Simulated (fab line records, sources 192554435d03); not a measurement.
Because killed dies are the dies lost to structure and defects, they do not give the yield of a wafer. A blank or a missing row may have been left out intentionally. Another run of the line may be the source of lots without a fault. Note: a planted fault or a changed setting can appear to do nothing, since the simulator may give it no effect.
Matching of chambers ; flow n5 finfet ; rie si-04 running N5_FIN_SAQP_MANDREL2_REMOVE_60: 4 sister chambers
The step chemistry HBr/Cl2/O2, target a-Si, stops on SiNx, bt time 10 s. 4 wafers are shown with their chamber, then 11 later ones without.

== WAFERS, EACH WITH ITS CHAMBER ==
wafer;chamber;throttle valve pct (%)
L086.6;0;36.48
L089.2;3;36.80
L089.3;2;36.34
L090.1;1;36.82

== WAFERS WHOSE CHAMBER IS MISSING ==
wafer;throttle valve pct (%)
L090.4;36.47
L090.5;36.47
L091.3;36.84
L091.5;36.34
L091.6;36.82
L096.2;36.81
L096.3;36.85
L096.4;36.35
L097.2;36.85
L097.4;36.47
L097.5;36.80

== CHAMBER TAKEN BY EACH ==
wafer;from the rows above;in truth
L090.4;0;0
L090.5;0;0
L091.3;can't be placed: 1 or 3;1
L091.5;2;2
L091.6;can't be placed: 1 or 3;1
L096.2;can't be placed: 1 or 3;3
L096.3;can't be placed: 1 or 3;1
L096.4;2;2
L097.2;can't be placed: 1 or 3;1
L097.4;0;0
L097.5;can't be placed: 3 or 1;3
5 of 11 placed correctly. These rows do not allow placing 6 (true chamber among the candidates in 6). 0 placed wrongly.
How it was worked out, from the rows above alone: a wafer's distance from a chamber is the root of the sum, over the readings, of the square of ((its reading less the chamber's mean) divided by the reading's scatter). If the next closest chamber is less than 2 further off than the closest, the wafer can't be placed; otherwise it belongs to the closest. Each chamber's mean is taken over the wafers shown for it. The scatter: with one shown wafer a chamber, the root of the mean of the squares of how far each hidden wafer lies from its nearest shown one.
